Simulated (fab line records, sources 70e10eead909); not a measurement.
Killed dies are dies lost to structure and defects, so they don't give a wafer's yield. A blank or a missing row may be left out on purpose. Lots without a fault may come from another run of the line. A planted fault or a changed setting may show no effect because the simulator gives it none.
Which tool did it? | flow nand_harc | 23 lots, 69 wafers sampled, at 3 steps of a route of 1302

WHAT THE GAUGES READ, wafer by wafer
NHARC_A_CONTACT_OVL_MEAS_43.
lot  | measured     | on         | overlay_x_nm (nm) | overlay_y_nm (nm)
L075 | day 21 03:32 | overlay-02 | -0.7 -0.5 -0.3    | 0.6 0.2 0.0
L074 | day 21 22:41 | overlay-01 | 0.7 0.3 0.8       | -0.7 -1.0 -0.8
L076 | day 22 03:45 | overlay-02 | 1.5 0.9 1.3       | -1.5 -1.5 -1.8
L077 | day 22 12:02 | overlay-02 | 1.0 0.8 0.5       | 0.8 0.7 0.6
L078 | day 23 01:15 | overlay-01 | -1.8 -1.7 -1.8    | -1.6 -1.6 -2.2
L079 | day 23 02:14 | overlay-01 | 0.0 1.3 0.0       | 0.8 0.5 0.6
L082 | day 24 11:48 | overlay-01 | -0.2 0.0 0.1      | -1.0 -0.5 -0.6
L080 | day 24 15:49 | overlay-02 | 0.4 0.0 0.0       | 0.1 0.4 -0.5
L083 | day 24 21:01 | overlay-02 | 1.1 1.3 0.5       | 0.7 -0.1 0.2
L084 | day 26 06:14 | overlay-02 | 1.2 0.9 1.4       | -0.3 0.3 -0.7
L087 | day 26 20:07 | overlay-01 | 0.9 1.1 1.6       | -0.2 -0.1 -0.2
L085 | day 26 17:43 | overlay-02 | 0.1 0.4 0.0       | -1.3 -0.8 -0.5
L086 | day 26 15:52 | overlay-02 | 0.9 0.4 0.7       | -0.6 -0.4 -0.9
L089 | day 27 08:35 | overlay-02 | -0.2 0.4 0.0      | -0.4 -0.9 -0.3
L088 | day 27 13:02 | overlay-01 | 1.0 1.2 0.8       | 0.9 0.6 1.1
L092 | day 27 23:58 | overlay-01 | -1.7 -2.1 -2.1    | 1.5 1.4 1.2
L090 | day 28 04:09 | overlay-02 | 0.0 0.1 -0.9      | 0.7 0.3 0.8
L091 | day 28 09:51 | overlay-02 | 0.0 -0.1 -0.8     | 0.0 0.0 -0.1
L093 | day 29 19:24 | overlay-01 | -0.7 -0.2 -0.4    | -0.5 -0.5 -0.2
L095 | day 30 00:07 | overlay-01 | 0.7 0.2 0.0       | 0.4 0.9 0.5
L094 | day 30 05:00 | overlay-02 | -1.5 -1.4 -0.7    | 1.0 1.0 1.3
L097 | day 30 04:24 | overlay-02 | -0.3 -0.3 0.1     | 0.6 0.2 0.9
L096 | day 30 23:07 | overlay-02 | -0.4 0.2 -0.1     | 1.3 1.4 1.4

WHICH TOOL RAN EACH LOT (tool, then ch and the chambers of the sampled wafers, then the start)
lot  | NHARC_A_WL_FILL_STRIP_29           | NHARC_A_CONTACT_DEP_29
L075 | rie_diel-11 ch 0,1,3, day 20 15:11 | pecvd-03 ch 0,1,2, day 21 02:52
L074 | rie_diel-11 ch 0,1, day 21 05:35   | pecvd-04 ch 1,2, day 21 22:00
L076 | rie_diel-02 ch 1,2, day 21 15:45   | pecvd-03 ch 0,1,2, day 22 03:07
L077 | rie_diel-08 ch 0,1, day 21 23:55   | pecvd-01 ch 0,2, day 22 11:13
L078 | rie_diel-11 ch 0,2,3, day 22 08:57 | pecvd-04 ch 0,1,2, day 23 00:28
L079 | rie_diel-08 ch 1,2, day 22 09:00   | pecvd-01 ch 0,1,2, day 23 01:25
L082 | rie_diel-11 ch 1,2,3, day 23 21:04 | pecvd-01 ch 0,1, day 24 11:02
L080 | rie_diel-11 ch 0,2,3, day 24 02:05 | pecvd-03 ch 0,2, day 24 15:07
L083 | rie_diel-08 ch 0,1, day 24 08:43   | pecvd-04 ch 0,1, day 24 20:14
L084 | rie_diel-08 ch 0,1, day 25 18:13   | pecvd-03 ch 0,1,2, day 26 05:38
L087 | rie_diel-11 ch 0,1,3, day 26 03:49 | pecvd-04 ch 0,1, day 26 19:18
L085 | rie_diel-08 ch 0,1,3, day 26 03:50 | pecvd-01 ch 0,1,2, day 26 16:56
L086 | rie_diel-11 ch 1,3, day 26 03:51   | pecvd-04 ch 1,2, day 26 15:04
L089 | rie_diel-08 ch 2,3, day 26 18:32   | pecvd-01 ch 0,1,2, day 27 07:53
L088 | rie_diel-11 ch 0,1, day 26 22:07   | pecvd-01 ch 0,1,2, day 27 12:19
L092 | rie_diel-11 ch 0,3, day 27 11:38   | pecvd-01 ch 0,1, day 27 23:10
L090 | rie_diel-02 ch 0,2, day 27 14:17   | pecvd-03 ch 0,1,2, day 28 03:20
L091 | rie_diel-08 ch 0,1,3, day 27 21:50 | pecvd-01 ch 0,1,2, day 28 09:10
L093 | rie_diel-08 ch 0,2,3, day 29 07:05 | pecvd-04 ch 0,2, day 29 18:37
L095 | rie_diel-08 ch 0,3, day 29 11:45   | pecvd-03 ch 1,2, day 29 23:20
L094 | rie_diel-08 ch 0,1,2, day 29 15:39 | pecvd-04 ch 0,1,2, day 30 04:20
L097 | rie_diel-11 ch 1,3, day 29 15:40   | pecvd-01 ch 0,1,2, day 30 03:38
L096 | rie_diel-11 ch 1,3, day 30 06:43   | pecvd-01 ch 0,1,2, day 30 22:19
- NHARC_A_WL_FILL_STRIP_29: strips in O2, time 20 s.
- NHARC_A_CONTACT_DEP_29: deposits SiON, target thk 100 nm.

WHAT THE TOOLS THEMSELVES READ (means of the sampled wafers that have a number; where no wafer has one, the mark that the record gives instead)
NHARC_A_WL_FILL_STRIP_29.
lot  | tool        | chamber_pressure_mTorr (mTorr) | drypump_motor_current_A (A) | oes_product_au (a.u.) | rf_vpp_V (V) | showerhead_plenum_p_Torr (Torr) | throttle_valve_pct (%)
L075 | rie_diel-11 | 59.98                          | 5.2                         | 1.007                 | 57.2         | 3.40                            | 17.034
L074 | rie_diel-11 | 60.00                          | 5.5                         | 1.008                 | 58.9         | 3.44                            | 17.037
L076 | rie_diel-02 | 60.03                          | 5.9                         | 1.003                 | 57.9         | 3.71                            | 17.030
L077 | rie_diel-08 | 59.99                          | 5.4                         | 1.003                 | 58.3         | 3.43                            | 17.044
L078 | rie_diel-11 | 59.98                          | 5.6                         | 1.004                 | 58.0         | 3.48                            | 17.033
L079 | rie_diel-08 | 60.04                          | 5.9                         | 0.998                 | 57.3         | 3.64                            | 17.041
L082 | rie_diel-11 | 60.03                          | 5.8                         | 1.009                 | 57.7         | 3.49                            | 17.042
L080 | rie_diel-11 | 59.95                          | 5.6                         | 0.998                 | 57.6         | 3.48                            | 17.033
L083 | rie_diel-08 | 60.05                          | 5.5                         | 1.007                 | 57.5         | 3.38                            | 17.038
L084 | rie_diel-08 | 60.01                          | 5.4                         | 1.010                 | 58.1         | 3.43                            | 17.037
L087 | rie_diel-11 | 60.00                          | 5.3                         | 1.008                 | 57.9         | 3.40                            | 17.037
L085 | rie_diel-08 | 60.03                          | 5.6                         | 1.000                 | 57.6         | 3.52                            | 17.031
L086 | rie_diel-11 | 60.01                          | 5.5                         | 1.002                 | 57.1         | 3.41                            | 17.034
L089 | rie_diel-08 | 59.98                          | 6.0                         | 0.996                 | 58.5         | 3.76                            | 17.036
L088 | rie_diel-11 | 60.03                          | 5.3                         | 1.004                 | 57.3         | 3.43                            | 17.030
L092 | rie_diel-11 | 60.00                          | 5.1                         | 0.998                 | 57.9         | 3.36                            | 17.031
L090 | rie_diel-02 | 59.99                          | 5.6                         | 0.984                 | 57.7         | 3.42                            | 17.040
L091 | rie_diel-08 | 60.00                          | 5.6                         | 1.005                 | 58.7         | 3.51                            | 17.041
L093 | rie_diel-08 | 60.03                          | 5.8                         | 0.996                 | 57.8         | 3.66                            | 17.045
L095 | rie_diel-08 | 59.97                          | 5.7                         | 0.998                 | 57.7         | 3.65                            | 17.027
L094 | rie_diel-08 | 59.94                          | 5.7                         | 1.001                 | 57.5         | 3.53                            | 17.041
L097 | rie_diel-11 | 59.95                          | 5.3                         | 0.997                 | 57.6         | 3.37                            | 17.040
L096 | rie_diel-11 | 59.96                          | 5.3                         | 0.998                 | 57.5         | 3.37                            | 17.037

NHARC_A_CONTACT_DEP_29.
lot  | tool     | heater_power_outer_w (W) | heater_power_w (W)
L075 | pecvd-03 | 425                      | 694
L074 | pecvd-04 | 454                      | 761
L076 | pecvd-03 | 444                      | 736
L077 | pecvd-01 | 512                      | 838
L078 | pecvd-04 | 440                      | 737
L079 | pecvd-01 | 468                      | 771
L082 | pecvd-01 | 424                      | 721
L080 | pecvd-03 | 428                      | 680
L083 | pecvd-04 | 462                      | 790
L084 | pecvd-03 | 443                      | 737
L087 | pecvd-04 | 418                      | 713
L085 | pecvd-01 | 517                      | 829
L086 | pecvd-04 | 417                      | 710
L089 | pecvd-01 | 491                      | 803
L088 | pecvd-01 | 512                      | 830
L092 | pecvd-01 | 431                      | 715
L090 | pecvd-03 | 443                      | 721
L091 | pecvd-01 | 455                      | 738
L093 | pecvd-04 | 411                      | 694
L095 | pecvd-03 | 404                      | 673
L094 | pecvd-04 | 416                      | 735
L097 | pecvd-01 | 501                      | 833
L096 | pecvd-01 | 526                      | 845

THE ANSWER, worked out from the rows above alone
Rule: what is usual is taken from the lots themselves. Put in order of their means at a reading, lots are off if they are a third of the lots or fewer, leave a main group of 4 or more, and stand apart from it by a gap of 3 or more times the standard deviation of the main group's means; of several such gaps the widest counts. A main group whose means are all the same, to the digits that the tables above print for the reading, isn't used. A lot without any number at a reading at which 4 lots or more have one is off too. The other lots that the step has rows for count as sound. The gauges are gone through in route order, then the tools' own readings, and for those a lot's mean is taken as printed above. The first step at which some lot is off is used, and at that step the reading that is off furthest; a lot without a number counts as furthest.
No lot is off at any reading shown: from this, nothing can be told.

WHAT THE SIMULATOR HAD PUT IN
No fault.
